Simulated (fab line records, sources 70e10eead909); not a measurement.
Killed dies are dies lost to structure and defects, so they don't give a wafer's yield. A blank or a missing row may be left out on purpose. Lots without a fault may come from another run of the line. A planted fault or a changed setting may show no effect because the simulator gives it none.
Which tool did it? | flow nand_harc | 24 lots, 72 wafers sampled, at 6 steps of a route of 1302

WHAT THE GAUGES READ, wafer by wafer
NHARC_A_CONTACT_OVL_MEAS_70.
lot  | measured     | on         | overlay_x_nm (nm) | overlay_y_nm (nm)
L074 | day 22 09:16 | overlay-02 | -1.2 -1.7 -1.3    | -0.1 0.5 0.0
L075 | day 22 18:35 | overlay-02 | 0.3 0.5 1.0       | 0.1 0.4 -0.1
L076 | day 23 05:22 | overlay-02 | -0.5 0.3 0.6      | -1.2 -0.8 -1.1
L078 | day 23 11:05 | overlay-02 | 0.0 -0.6 0.0      | 0.9 1.3 1.4
L077 | day 23 11:29 | overlay-01 | -0.4 -0.7 -0.9    | 0.6 0.4 0.4
L079 | day 23 16:18 | overlay-02 | -1.1 -0.3 -0.9    | -0.9 -0.8 -1.1
L080 | day 24 09:58 | overlay-01 | -0.4 0.1 -0.1     | 0.0 0.0 0.2
L081 | day 24 13:12 | overlay-02 | 0.7 0.3 0.2       | 0.7 0.9 0.8
L082 | day 25 07:49 | overlay-01 | -0.2 -0.3 0.0     | -0.1 -0.5 -0.3
L083 | day 26 09:16 | overlay-02 | -0.6 -0.5 -0.7    | 0.9 0.4 1.3
L084 | day 26 11:16 | overlay-01 | -0.4 -0.1 -0.8    | -0.8 -0.5 0.5
L085 | day 26 14:31 | overlay-01 | 1.2 1.8 1.6       | 0.0 0.7 0.1
L086 | day 27 14:26 | overlay-02 | -0.2 -0.4 -0.2    | -0.4 -0.1 0.3
L087 | day 27 18:37 | overlay-02 | 0.9 1.0 0.9       | 0.2 0.1 0.4
L088 | day 27 21:57 | overlay-02 | 0.1 0.1 0.5       | 0.4 0.4 -0.2
L089 | day 28 01:13 | overlay-01 | 0.6 0.8 0.6       | -0.7 -0.6 -0.5
L090 | day 28 07:10 | overlay-01 | 1.2 1.7 1.2       | -0.5 -0.9 -1.1
L091 | day 28 22:28 | overlay-02 | -0.7 -1.0 -0.5    | -0.3 0.0 -0.1
L092 | day 29 00:39 | overlay-01 | -1.2 -0.9 -0.7    | 0.5 1.2 0.4
L093 | day 29 13:34 | overlay-01 | -0.5 -0.9 -0.3    | -0.2 -0.6 -0.6
L095 | day 30 06:11 | overlay-01 | -0.3 -0.8 -0.1    | -0.5 -0.1 -0.5
L096 | day 30 06:41 | overlay-01 | 0.1 0.1 0.3       | -0.1 -0.4 -0.9
L094 | day 30 21:11 | overlay-01 | 2.8 3.1 3.2       | -0.5 -1.2 -1.0
L097 | day 31 09:29 | overlay-01 | 0.5 0.8 0.5       | -0.1 0.5 0.4

NHARC_A_BLC_CD_MEAS_19.
lot  | measured     | on        | cd_nm (nm)
L074 | day 23 00:48 | cd_sem-03 | 99 101 96
L075 | day 23 14:43 | cd_sem-01 | 99 97 95
L076 | day 23 21:05 | cd_sem-03 | 97 101 95
L078 | day 24 02:46 | cd_sem-02 | 103 100 104
L077 | day 24 03:31 | cd_sem-01 | 95 102 98
L079 | day 24 08:59 | cd_sem-01 | 103 98 99
L080 | day 25 01:46 | cd_sem-01 | 95 102 101
L081 | day 25 04:38 | cd_sem-03 | 105 101 96
L082 | day 26 01:49 | cd_sem-01 | 98 103 103
L083 | day 27 00:27 | cd_sem-02 | 97 99 101
L084 | day 27 06:04 | cd_sem-02 | 101 101 103
L085 | day 27 07:36 | cd_sem-03 | 98 98 97
L086 | day 28 06:25 | cd_sem-01 | 102 99 100
L087 | day 28 09:53 | cd_sem-01 | 99 102 96
L088 | day 28 15:23 | cd_sem-01 | 104 105 104
L089 | day 28 21:35 | cd_sem-03 | 97 93 96
L090 | day 28 23:18 | cd_sem-02 | 94 100 94
L091 | day 29 15:49 | cd_sem-02 | 103 101 105
L092 | day 29 17:05 | cd_sem-02 | 95 97 101
L093 | day 30 07:40 | cd_sem-01 | 105 102 97
L095 | day 30 22:16 | cd_sem-02 | 103 98 102
L096 | day 30 23:55 | cd_sem-01 | 104 103 102
L094 | day 31 12:20 | cd_sem-01 | 97 102 99
L097 | day 32 00:42 | cd_sem-01 | 104 99 99

WHICH TOOL RAN EACH LOT (tool, then ch and the chambers of the sampled wafers, then the start)
lot  | NHARC_A_CONTACT_ETCH_128             | NHARC_A_CONTACT_ETCH_129             | NHARC_A_CONTACT_ETCH_106           | NHARC_A_CONTACT_ETCH_135
L074 | har_cap_etch-02 ch 0,1, day 22 11:40 | har_cap_etch-02 ch 0,1, day 22 11:51 | rie_diel-12 ch 0,1,2, day 22 13:58 | har_cap_etch-02 ch 0,1, day 22 19:03
L075 | har_cap_etch-01 ch 0,1, day 22 20:58 | har_cap_etch-01 ch 0,1, day 22 21:08 | rie_diel-12 ch 1,2,3, day 22 23:08 | har_cap_etch-01 ch 0,1, day 23 05:37
L076 | har_cap_etch-03 ch 0,1, day 23 07:44 | har_cap_etch-03 ch 0,1, day 23 07:55 | rie_diel-12 ch 0,2,3, day 23 10:06 | har_cap_etch-02 ch 0,1, day 23 15:01
L078 | har_cap_etch-01 ch 0,1, day 23 13:49 | har_cap_etch-01 ch 0,1, day 23 13:59 | rie_diel-12 ch 0,2,3, day 23 16:09 | har_cap_etch-03 ch 0,1, day 23 20:49
L077 | har_cap_etch-03 ch 0, day 23 13:53   | har_cap_etch-03 ch 0, day 23 14:04   | rie_diel-12 ch 0,2,3, day 23 16:11 | har_cap_etch-02 ch 0,1, day 23 21:17
L079 | har_cap_etch-01 ch 0,1, day 23 18:42 | har_cap_etch-01 ch 0,1, day 23 18:53 | rie_diel-12 ch 0,1,3, day 23 20:53 | har_cap_etch-02 ch 0,1, day 24 03:02
L080 | har_cap_etch-02 ch 0,1, day 24 12:20 | har_cap_etch-02 ch 0,1, day 24 12:31 | rie_diel-03 ch 1,2,3, day 24 14:33 | har_cap_etch-03 ch 0,1, day 24 19:11
L081 | har_cap_etch-01 ch 0,1, day 24 15:35 | har_cap_etch-01 ch 0,1, day 24 15:45 | rie_diel-12 ch 0,1, day 24 17:49   | har_cap_etch-02 ch 1, day 24 22:21
L082 | har_cap_etch-03 ch 0,1, day 25 10:12 | har_cap_etch-03 ch 0,1, day 25 10:23 | rie_diel-12 ch 0,1,2, day 25 12:22 | har_cap_etch-02 ch 0,1, day 25 19:55
L083 | har_cap_etch-03 ch 0,1, day 26 11:40 | har_cap_etch-03 ch 0,1, day 26 11:51 | rie_diel-12 ch 2,3, day 26 13:49   | har_cap_etch-03 ch 0,1, day 26 18:28
L084 | har_cap_etch-02 ch 0,1, day 26 13:37 | har_cap_etch-02 ch 0,1, day 26 13:47 | rie_diel-03 ch 0,2,3, day 26 15:51 | har_cap_etch-02 ch 0,1, day 27 00:08
L085 | har_cap_etch-01 ch 0, day 26 16:53   | har_cap_etch-01 ch 0, day 26 17:04   | rie_diel-12 ch 1,3, day 26 19:04   | har_cap_etch-01 ch 0,1, day 27 01:49
L086 | har_cap_etch-02 ch 0,1, day 27 16:57 | har_cap_etch-02 ch 0,1, day 27 17:08 | rie_diel-06 ch 2,3, day 27 19:22   | har_cap_etch-01 ch 1, day 28 00:08
L087 | har_cap_etch-01 ch 0,1, day 27 21:01 | har_cap_etch-01 ch 0,1, day 27 21:12 | rie_diel-03 ch 0,2,3, day 27 23:11 | har_cap_etch-01 ch 0,1, day 28 03:47
L088 | har_cap_etch-03 ch 0,1, day 28 00:22 | har_cap_etch-03 ch 0,1, day 28 00:33 | rie_diel-06 ch 0,1,3, day 28 02:34 | har_cap_etch-02 ch 0,1, day 28 09:37
L089 | har_cap_etch-02 ch 0,1, day 28 03:35 | har_cap_etch-02 ch 0,1, day 28 03:45 | rie_diel-12 ch 1,3, day 28 05:46   | har_cap_etch-03 ch 0,1, day 28 15:37
L090 | har_cap_etch-03 ch 0,1, day 28 10:04 | har_cap_etch-03 ch 0,1, day 28 10:14 | rie_diel-12 ch 0,2, day 28 12:22   | har_cap_etch-03 ch 0,1, day 28 17:16
L091 | har_cap_etch-01 ch 0,1, day 29 00:50 | har_cap_etch-01 ch 0,1, day 29 01:01 | rie_diel-12 ch 1,2, day 29 03:01   | har_cap_etch-01 ch 0,1, day 29 09:48
L092 | har_cap_etch-02 ch 0,1, day 29 03:01 | har_cap_etch-02 ch 0,1, day 29 03:12 | rie_diel-12 ch 0,1,3, day 29 05:13 | har_cap_etch-02 ch 0,1, day 29 11:06
L093 | har_cap_etch-03 ch 0,1, day 29 15:55 | har_cap_etch-03 ch 0,1, day 29 16:06 | rie_diel-12 ch 0,1,3, day 29 18:07 | har_cap_etch-03 ch 0,1, day 30 00:29
L095 | har_cap_etch-02 ch 1, day 30 08:34   | har_cap_etch-02 ch 1, day 30 08:44   | rie_diel-06 ch 0,1,3, day 30 10:49 | har_cap_etch-02 ch 0,1, day 30 16:19
L096 | har_cap_etch-01 ch 0,1, day 30 09:03 | har_cap_etch-01 ch 0,1, day 30 09:14 | rie_diel-12 ch 1,2,3, day 30 11:14 | har_cap_etch-01 ch 0,1, day 30 17:54
L094 | har_cap_etch-03 ch 0,1, day 30 23:33 | har_cap_etch-03 ch 0,1, day 30 23:44 | rie_diel-06 ch 1,2,3, day 31 01:43 | har_cap_etch-01 ch 0,1, day 31 06:25
L097 | har_cap_etch-03 ch 0, day 31 11:51   | har_cap_etch-03 ch 0, day 31 12:02   | rie_diel-12 ch 0,1,3, day 31 14:02 | har_cap_etch-02 ch 0,1, day 31 18:47
- NHARC_A_CONTACT_ETCH_128: etches the open film in C4F8/O2/Ar, time 197 s, target depth 1918 nm.
- NHARC_A_CONTACT_ETCH_129: etches the open film in C4F8/O2/Ar, time 197 s, target depth 1918 nm.
- NHARC_A_CONTACT_ETCH_106: etches the open film in CF4/O2, target depth 90 nm, overetch 9 nm, time 49.5 s.
- NHARC_A_CONTACT_ETCH_135: etches the open film in C4F8/O2/Ar, time 311 s, target depth 1912 nm.

WHAT THE TOOLS THEMSELVES READ (means of the sampled wafers that have a number; where no wafer has one, the mark that the record gives instead)
NHARC_A_CONTACT_ETCH_106.
lot  | tool        | drypump_motor_current_A (A) | oes_o_777_au (a.u.) | oes_product_au (a.u.) | rf_fwd_power_W (W) | rf_vpp_V (V) | showerhead_plenum_p_Torr (Torr) | throttle_valve_pct (%)
L074 | rie_diel-12 | 5.5                         | 0.998               | 1.004                 | 296.9              | 196.4        | 1.28                            | 13.393
L075 | rie_diel-12 | 5.8                         | 1.001               | 0.994                 | 296.9              | 197.8        | 1.32                            | 13.396
L076 | rie_diel-12 | 5.5                         | 1.006               | 0.997                 | 297.5              | 197.6        | 1.30                            | 13.398
L078 | rie_diel-12 | 5.5                         | 1.007               | 0.997                 | 296.9              | 197.6        | 1.30                            | 13.391
L077 | rie_diel-12 | 5.5                         | 0.998               | 0.995                 | 298.1              | 197.6        | 1.30                            | 13.400
L079 | rie_diel-12 | 5.6                         | 1.001               | 0.991                 | 297.1              | 197.2        | 1.33                            | 13.395
L080 | rie_diel-03 | 5.8                         | 0.997               | 0.991                 | 296.8              | 198.2        | 1.33                            | 13.398
L081 | rie_diel-12 | 5.2                         | 0.998               | 0.990                 | 298.0              | 196.1        | 1.29                            | 13.393
L082 | rie_diel-12 | 5.5                         | 1.001               | 0.995                 | 297.4              | 197.6        | 1.28                            | 13.401
L083 | rie_diel-12 | 5.8                         | 1.002               | 1.013                 | 297.8              | 196.9        | 1.29                            | 13.404
L084 | rie_diel-03 | 6.0                         | 1.002               | 0.999                 | 296.9              | 198.0        | 1.30                            | 13.391
L085 | rie_diel-12 | 5.9                         | 1.002               | 0.990                 | 297.3              | 197.8        | 1.36                            | 13.402
L086 | rie_diel-06 | 5.6                         | 1.001               | 0.990                 | 296.8              | 199.5        | 1.42                            | 13.396
L087 | rie_diel-03 | 6.0                         | 0.996               | 0.999                 | 297.2              | 197.2        | 1.30                            | 13.397
L088 | rie_diel-06 | 5.2                         | 1.004               | 1.003                 | 296.1              | 198.0        | 1.37                            | 13.404
L089 | rie_diel-12 | 6.0                         | 1.000               | 0.992                 | 297.6              | 197.1        | 1.33                            | 13.401
L090 | rie_diel-12 | 5.2                         | 0.997               | 1.009                 | 298.5              | 196.9        | 1.27                            | 13.381
L091 | rie_diel-12 | 5.8                         | 1.000               | 0.993                 | 298.1              | 197.7        | 1.29                            | 13.391
L092 | rie_diel-12 | 5.6                         | 0.994               | 0.999                 | 298.1              | 199.3        | 1.32                            | 13.399
L093 | rie_diel-12 | 5.6                         | 1.000               | 0.996                 | 297.6              | 197.8        | 1.32                            | 13.390
L095 | rie_diel-06 | 5.2                         | 0.998               | 0.995                 | 296.8              | 198.5        | 1.37                            | 13.404
L096 | rie_diel-12 | 5.8                         | 1.001               | 1.005                 | 296.7              | 196.7        | 1.31                            | 13.395
L094 | rie_diel-06 | 5.3                         | 1.002               | 1.009                 | 297.4              | 197.8        | 1.37                            | 13.401
L097 | rie_diel-12 | 5.6                         | 1.003               | 1.014                 | 297.4              | 197.7        | 1.32                            | 13.398

THE ANSWER, worked out from the rows above alone
Rule: what is usual is taken from the lots themselves. Put in order of their means at a reading, lots are off if they are a third of the lots or fewer, leave a main group of 4 or more, and stand apart from it by a gap of 3 or more times the standard deviation of the main group's means; of several such gaps the widest counts. A main group whose means are all the same, to the digits that the tables above print for the reading, isn't used. A lot without any number at a reading at which 4 lots or more have one is off too. The other lots that the step has rows for count as sound. The gauges are gone through in route order, then the tools' own readings, and for those a lot's mean is taken as printed above. The first step at which some lot is off is used, and at that step the reading that is off furthest; a lot without a number counts as furthest.
No lot is off at any reading shown: from this, nothing can be told.

WHAT THE SIMULATOR HAD PUT IN
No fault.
